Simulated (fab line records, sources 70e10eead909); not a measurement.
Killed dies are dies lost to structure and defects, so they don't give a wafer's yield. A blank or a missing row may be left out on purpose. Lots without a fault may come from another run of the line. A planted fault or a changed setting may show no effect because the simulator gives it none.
Which tool did it? | flow nand_harc | 24 lots, 72 wafers sampled, at 5 steps of a route of 1159

WHAT THE GAUGES READ, wafer by wafer
NHARC_A_SGD_CUT_OVL_MEAS_10.
lot  | measured     | on         | overlay_x_nm (nm) | overlay_y_nm (nm)
L075 | day 13 04:38 | overlay-02 | -0.5 0.0 0.0      | 0.9 0.7 0.8
L074 | day 13 04:50 | overlay-02 | 0.6 0.7 0.4       | -0.3 -0.2 -0.2
L077 | day 14 02:20 | overlay-02 | -0.4 -0.5 0.0     | -0.5 -0.9 -0.7
L076 | day 14 07:31 | overlay-02 | -0.2 -0.7 -0.6    | -0.8 0.2 0.0
L078 | day 14 17:08 | overlay-02 | 0.5 0.5 -0.1      | 0.0 -0.7 0.3
L079 | day 14 17:39 | overlay-02 | 0.2 0.1 0.4       | 0.1 -0.1 -0.2
L080 | day 15 16:29 | overlay-02 | 0.5 -0.4 0.3      | -0.5 -1.0 -0.2
L081 | day 15 23:50 | overlay-01 | 0.3 0.0 -0.2      | -0.5 -0.3 -0.5
L084 | day 16 06:45 | overlay-01 | -1.0 -0.8 -1.7    | -0.6 -1.3 -1.1
L082 | day 16 06:55 | overlay-02 | -0.3 0.5 0.3      | -1.3 -1.4 -1.7
L083 | day 16 07:23 | overlay-01 | 0.3 0.8 0.2       | -0.6 -0.3 -0.7
L088 | day 17 03:58 | overlay-02 | -0.6 -0.6 0.3     | 1.0 1.3 0.6
L086 | day 17 04:08 | overlay-02 | 1.4 1.2 1.6       | 0.3 0.7 1.1
L087 | day 17 04:10 | overlay-01 | -0.5 -1.0 -0.8    | -0.6 0.1 1.3
L085 | day 17 04:19 | overlay-01 | 0.7 0.7 0.8       | 0.8 0.9 0.6
L089 | day 17 11:40 | overlay-02 | -0.3 -0.1 0.4     | -0.6 -0.7 -0.3
L090 | day 17 18:45 | overlay-02 | -1.5 -0.8 -0.8    | -0.9 -0.6 -0.8
L092 | day 17 19:08 | overlay-02 | 0.3 0.3 -0.1      | -0.6 -0.4 -0.4
L091 | day 18 03:07 | overlay-02 | -0.7 -0.4 -0.7    | -0.1 -0.2 -0.4
L093 | day 18 05:57 | overlay-02 | 2.1 3.0 2.4       | 0.7 0.7 0.4
L094 | day 18 06:06 | overlay-02 | 1.3 1.2 0.6       | 0.7 0.4 1.0
L095 | day 19 02:11 | overlay-01 | 0.3 0.1 0.0       | 0.6 1.0 0.9
L096 | day 19 02:55 | overlay-01 | -1.4 -1.7 -1.8    | 1.2 0.8 1.0
L097 | day 19 06:10 | overlay-02 | -0.6 0.0 -0.2     | 0.5 0.3 0.2

NHARC_A_SLIT_OVL_MEAS_10.
lot  | measured     | on         | overlay_x_nm (nm) | overlay_y_nm (nm)
L075 | day 13 20:52 | overlay-02 | 0.2 0.8 -0.1      | -0.4 -0.7 -1.0
L074 | day 13 22:08 | overlay-02 | -0.8 -0.2 -0.4    | 2.2 1.8 1.8
L077 | day 14 14:05 | overlay-02 | -0.9 -1.1 -1.0    | 0.4 0.0 -0.2
L076 | day 14 17:10 | overlay-01 | -0.3 -0.4 0.1     | -0.4 0.2 0.2
L078 | day 15 04:50 | overlay-02 | 0.1 0.7 0.0       | -0.2 -0.2 0.1
L079 | day 15 05:27 | overlay-01 | -0.1 -0.3 -0.3    | -0.5 -0.2 -0.8
L080 | day 16 05:32 | overlay-02 | 1.5 1.1 1.2       | 0.2 0.9 0.8
L081 | day 16 10:55 | overlay-01 | -0.4 0.0 -1.5     | 0.2 0.2 -0.1
L084 | day 16 16:24 | overlay-02 | 0.7 0.2 0.0       | -1.1 -1.4 -1.2
L082 | day 16 16:33 | overlay-01 | 1.0 0.8 1.0       | 1.1 2.0 1.7
L083 | day 16 16:43 | overlay-02 | 0.1 0.3 0.2       | -2.3 -1.5 -1.8
L088 | day 17 14:00 | overlay-01 | -0.8 -0.6 -0.9    | 0.0 0.3 0.9
L086 | day 17 15:49 | overlay-02 | -1.1 -0.6 -0.8    | 0.6 1.3 0.8
L087 | day 17 14:49 | overlay-02 | 0.9 1.0 1.2       | 0.3 0.2 0.6
L085 | day 17 13:50 | overlay-02 | -0.3 -0.6 -0.2    | 0.9 1.1 1.1
L089 | day 17 22:22 | overlay-02 | 1.7 0.8 1.5       | 0.3 0.4 0.2
L090 | day 18 06:41 | overlay-02 | -0.4 0.2 0.5      | -0.5 -1.1 -0.6
L092 | day 18 07:44 | overlay-02 | 1.5 1.1 0.8       | 0.7 0.5 1.3
L091 | day 18 14:43 | overlay-02 | 0.5 0.6 0.5       | -2.1 -2.0 -1.3
L093 | day 18 18:32 | overlay-01 | -0.9 -1.2 -0.9    | -0.1 0.8 0.9
L094 | day 18 17:51 | overlay-02 | 0.6 0.5 -0.3      | -0.2 0.1 -0.1
L095 | day 19 15:05 | overlay-01 | -0.5 -0.2 -0.5    | -0.1 -0.3 0.2
L096 | day 19 15:28 | overlay-02 | 0.3 0.2 0.0       | -1.4 -0.5 -0.8
L097 | day 19 15:42 | overlay-01 | -1.3 -1.4 -1.7    | -1.2 -1.5 -0.7

NHARC_A_SIN_REMOVE_INSPECT_04.
lot  | measured     | on                | raw_defect_count
L075 | day 14 12:40 | defect_inspect-02 | 247 265 337
L074 | day 14 15:58 | defect_inspect-02 | 268 275 283
L077 | day 15 03:38 | defect_inspect-01 | 308 256 262
L076 | day 15 03:38 | defect_inspect-02 | 344 346 205
L078 | day 15 16:07 | defect_inspect-01 | 297 562 295
L079 | day 15 16:08 | defect_inspect-02 | 267 209 316
L080 | day 16 16:49 | defect_inspect-02 | 331 267 281
L081 | day 16 22:23 | defect_inspect-01 | 433 354 243
L084 | day 17 03:36 | defect_inspect-02 | 281 237 311
L082 | day 17 03:36 | defect_inspect-01 | 372 311 381
L083 | day 17 03:39 | defect_inspect-02 | 270 306 298
L088 | day 18 03:32 | defect_inspect-01 | 179 479 315
L086 | day 18 03:35 | defect_inspect-01 | 251 315 245
L087 | day 18 03:33 | defect_inspect-01 | 314 269 304
L085 | day 18 03:32 | defect_inspect-02 | 286 307 523
L089 | day 18 09:32 | defect_inspect-02 | 266 390 304
L090 | day 18 18:02 | defect_inspect-01 | 559 381 527
L092 | day 18 18:04 | defect_inspect-01 | 318 276 304
L091 | day 19 01:58 | defect_inspect-02 | 225 301 243
L093 | day 19 05:01 | defect_inspect-01 | 220 264 330
L094 | day 19 05:01 | defect_inspect-02 | 297 260 242
L095 | day 20 02:22 | defect_inspect-02 | 251 240 304
L096 | day 20 02:22 | defect_inspect-01 | 207 295 263
L097 | day 20 02:22 | defect_inspect-01 | 183 224 192

WHICH TOOL RAN EACH LOT (tool, then ch and the chambers of the sampled wafers, then the start)
lot  | NHARC_A_SGD_CUT_ETCHBACK_24        | NHARC_A_SGD_CUT_STRIP_28
L075 | rie_diel-12 ch 0,1,2, day 13 10:26 | rie_diel-12 ch 0,1,3, day 13 20:52 or earlier
L074 | rie_diel-09 ch 0,2,3, day 13 10:35 | rie_diel-09 ch 0,1,2, day 13 22:08 or earlier
L077 | rie_diel-09 ch 1,3, day 14 10:07   | rie_diel-09 ch 1,3, day 14 14:05 or earlier
L076 | rie_diel-06 ch 0,3, day 14 13:47   | rie_diel-06 ch 1,2, day 14 17:10 or earlier
L078 | rie_diel-09 ch 0,1,3, day 15 00:52 | rie_diel-09 ch 0,1,3, day 15 04:50 or earlier
L079 | rie_diel-12 ch 0,2,3, day 15 00:52 | rie_diel-12 ch 0,3, day 15 01:00
L080 | rie_diel-09 ch 1,2,3, day 15 23:51 | rie_diel-09 ch 0,1,3, day 16 05:32 or earlier
L081 | rie_diel-09 ch 2,3, day 16 06:16   | rie_diel-09 ch 1,2, day 16 10:55 or earlier
L084 | rie_diel-06 ch 2,3, day 16 13:01   | rie_diel-06 ch 1,2,3, day 16 16:24 or earlier
L082 | rie_diel-09 ch 0,2, day 16 13:01   | rie_diel-09 ch 0,2,3, day 16 16:33 or earlier
L083 | rie_diel-12 ch 1,3, day 16 13:01   | rie_diel-12 ch 0,1, day 16 13:11
L088 | rie_diel-06 ch 1,2,3, day 17 10:28 | rie_diel-06 ch 1,3, day 17 14:00 or earlier
L086 | rie_diel-12 ch 0,1,2, day 17 10:37 | rie_diel-12 ch 1,2,3, day 17 15:49 or earlier
L087 | rie_diel-09 ch 0,2,3, day 17 10:38 | rie_diel-09 ch 0,1,2, day 17 14:49 or earlier
L085 | rie_diel-09 ch 0,1,2, day 17 10:27 | rie_diel-09 ch 1,2,3, day 17 13:50 or earlier
L089 | rie_diel-09 ch 0,1,3, day 17 18:56 | rie_diel-09 ch 0,2,3, day 17 22:22 or earlier
L090 | rie_diel-12 ch 0,1,3, day 18 01:46 | rie_diel-12 ch 1,2,3, day 18 06:41 or earlier
L092 | rie_diel-06 ch 1,2,3, day 18 01:46 | rie_diel-06 ch 0,1,3, day 18 07:44 or earlier
L091 | rie_diel-09 ch 1,2,3, day 18 09:10 | rie_diel-09 ch 0,2,3, day 18 14:43 or earlier
L093 | rie_diel-12 ch 0,3, day 18 13:32   | rie_diel-12 ch 0,2,3, day 18 18:32 or earlier
L094 | rie_diel-09 ch 0,1,3, day 18 13:34 | rie_diel-09 ch 0,1, day 18 17:51 or earlier
L095 | rie_diel-09 ch 0,1,3, day 19 10:30 | rie_diel-09 ch 0,2,3, day 19 15:05 or earlier
L096 | rie_diel-06 ch 2,3, day 19 10:31   | rie_diel-06 ch 0,2,3, day 19 15:28 or earlier
L097 | rie_diel-06 ch 0,2,3, day 19 10:40 | rie_diel-06 ch 0,1,2, day 19 15:42 or earlier
- NHARC_A_SGD_CUT_ETCHBACK_24: etches the open film in CH3F/O2, target depth 50 nm, time 92.857 s.
- NHARC_A_SGD_CUT_STRIP_28: strips in O2, time 20 s.

WHAT THE TOOLS THEMSELVES READ (means of the sampled wafers that have a number; where no wafer has one, the mark that the record gives instead)
NHARC_A_SGD_CUT_ETCHBACK_24.
lot  | tool        | drypump_motor_current_A (A) | o2_flow_sccm (sccm) | oes_product_au (a.u.) | rf_vpp_V (V) | showerhead_plenum_p_Torr (Torr) | throttle_valve_pct (%)
L075 | rie_diel-12 | 5.8                         | 29.97               | 0.92                  | 245.3        | 2.50                            | 20.670
L074 | rie_diel-09 | 5.8                         | 30.06               | 0.93                  | 242.9        | 2.36                            | 20.660
L077 | rie_diel-09 | 5.7                         | 29.98               | 0.99                  | 242.9        | 2.31                            | 20.661
L076 | rie_diel-06 | 5.1                         | 30.03               | 0.94                  | 244.1        | 2.40                            | 20.664
L078 | rie_diel-09 | 5.9                         | 29.95               | 0.92                  | 242.7        | 2.34                            | 20.662
L079 | rie_diel-12 | 5.6                         | 30.09               | 0.91                  | 245.1        | 2.46                            | 20.661
L080 | rie_diel-09 | 6.1                         | 29.96               | 0.92                  | 242.3        | 2.33                            | 20.667
L081 | rie_diel-09 | 6.1                         | 29.99               | 0.91                  | 242.0        | 2.35                            | 20.664
L084 | rie_diel-06 | 5.5                         | 30.05               | 0.94                  | 245.4        | 2.51                            | 20.668
L082 | rie_diel-09 | 6.0                         | 29.93               | 0.92                  | 243.0        | 2.38                            | 20.664
L083 | rie_diel-12 | 5.0                         | 30.04               | 0.99                  | 242.1        | 2.33                            | 20.666
L088 | rie_diel-06 | 5.5                         | 29.92               | 0.99                  | 245.7        | 2.52                            | 20.668
L086 | rie_diel-12 | 5.8                         | 30.03               | 0.99                  | 245.5        | 2.50                            | 20.664
L087 | rie_diel-09 | 5.8                         | 29.98               | 0.98                  | 243.6        | 2.36                            | 20.663
L085 | rie_diel-09 | 6.3                         | 29.93               | 0.93                  | 242.1        | 2.36                            | 20.654
L089 | rie_diel-09 | 5.9                         | 30.03               | 0.92                  | 241.6        | 2.34                            | 20.660
L090 | rie_diel-12 | 5.4                         | 30.00               | 0.92                  | 244.0        | 2.43                            | 20.660
L092 | rie_diel-06 | 5.5                         | 30.03               | 1.00                  | 245.3        | 2.52                            | 20.672
L091 | rie_diel-09 | 6.1                         | 29.96               | 0.92                  | 242.4        | 2.33                            | 20.664
L093 | rie_diel-12 | 5.5                         | 30.00               | 1.00                  | 245.5        | 2.50                            | 20.657
L094 | rie_diel-09 | 5.9                         | 29.97               | 1.00                  | 242.3        | 2.34                            | 20.670
L095 | rie_diel-09 | 5.9                         | 30.03               | 0.99                  | 242.3        | 2.33                            | 20.672
L096 | rie_diel-06 | 5.5                         | 29.95               | 1.00                  | 245.8        | 2.51                            | 20.662
L097 | rie_diel-06 | 5.4                         | 30.03               | 0.93                  | 245.5        | 2.48                            | 20.663

NHARC_A_SGD_CUT_STRIP_28.
lot  | tool        | drypump_motor_current_A (A) | o2_flow_sccm (sccm) | oes_product_au (a.u.) | rf_vpp_V (V) | showerhead_plenum_p_Torr (Torr) | throttle_valve_pct (%)
L075 | rie_diel-12 | 5.4                         | 499.6               | 1.003                 | 57.0         | 3.50                            | 17.040
L074 | rie_diel-09 | 6.3                         | 502.5               | 1.003                 | 57.8         | 3.39                            | 17.039
L077 | rie_diel-09 | 6.2                         | 498.8               | 1.003                 | 57.5         | 3.33                            | 17.034
L076 | rie_diel-06 | 5.7                         | 498.9               | 0.983                 | 58.0         | 3.68                            | 17.038
L078 | rie_diel-09 | 5.9                         | 498.9               | 0.993                 | 56.9         | 3.36                            | 17.036
L079 | rie_diel-12 | 5.5                         | 498.0               | 1.000                 | 58.1         | 3.59                            | 17.039
L080 | rie_diel-09 | 5.9                         | 499.3               | 0.992                 | 58.1         | 3.36                            | 17.039
L081 | rie_diel-09 | 6.7                         | 500.9               | 0.991                 | 57.6         | 3.36                            | 17.036
L084 | rie_diel-06 | 5.6                         | 500.0               | 0.994                 | 59.1         | 3.61                            | 17.030
L082 | rie_diel-09 | 5.8                         | 501.3               | 0.987                 | 58.2         | 3.39                            | 17.033
L083 | rie_diel-12 | 5.6                         | 501.3               | 0.989                 | 58.8         | 3.55                            | 17.036
L088 | rie_diel-06 | 5.4                         | 500.3               | 1.004                 | 58.2         | 3.54                            | 17.041
L086 | rie_diel-12 | 5.4                         | 499.6               | 0.998                 | 57.8         | 3.44                            | 17.039
L087 | rie_diel-09 | 6.3                         | 498.2               | 0.989                 | 57.6         | 3.39                            | 17.042
L085 | rie_diel-09 | 6.1                         | 500.2               | 0.994                 | 56.3         | 3.35                            | 17.044
L089 | rie_diel-09 | 5.8                         | 498.1               | 0.982                 | 57.5         | 3.39                            | 17.039
L090 | rie_diel-12 | 5.4                         | 500.5               | 1.006                 | 57.3         | 3.44                            | 17.042
L092 | rie_diel-06 | 5.3                         | 500.6               | 1.020                 | 57.6         | 3.50                            | 17.040
L091 | rie_diel-09 | 5.8                         | 500.4               | 0.982                 | 57.3         | 3.39                            | 17.042
L093 | rie_diel-12 | 5.6                         | 499.1               | 0.998                 | 57.8         | 3.53                            | 17.039
L094 | rie_diel-09 | 6.0                         | 499.4               | 0.990                 | 58.0         | 3.40                            | 17.038
L095 | rie_diel-09 | 5.8                         | 499.2               | 0.996                 | 57.6         | 3.38                            | 17.035
L096 | rie_diel-06 | 5.4                         | 503.1               | 1.013                 | 57.5         | 3.55                            | 17.037
L097 | rie_diel-06 | 5.4                         | 499.3               | 1.017                 | 57.8         | 3.56                            | 17.035

THE ANSWER, worked out from the rows above alone
Rule: what is usual is taken from the lots themselves. Put in order of their means at a reading, lots are off if they are a third of the lots or fewer, leave a main group of 4 or more, and stand apart from it by a gap of 3 or more times the standard deviation of the main group's means; of several such gaps the widest counts. A main group whose means are all the same, to the digits that the tables above print for the reading, isn't used. A lot without any number at a reading at which 4 lots or more have one is off too. The other lots that the step has rows for count as sound. The gauges are gone through in route order, then the tools' own readings, and for those a lot's mean is taken as printed above. The first step at which some lot is off is used, and at that step the reading that is off furthest; a lot without a number counts as furthest.
No lot is off at any reading shown: from this, nothing can be told.

WHAT THE SIMULATOR HAD PUT IN
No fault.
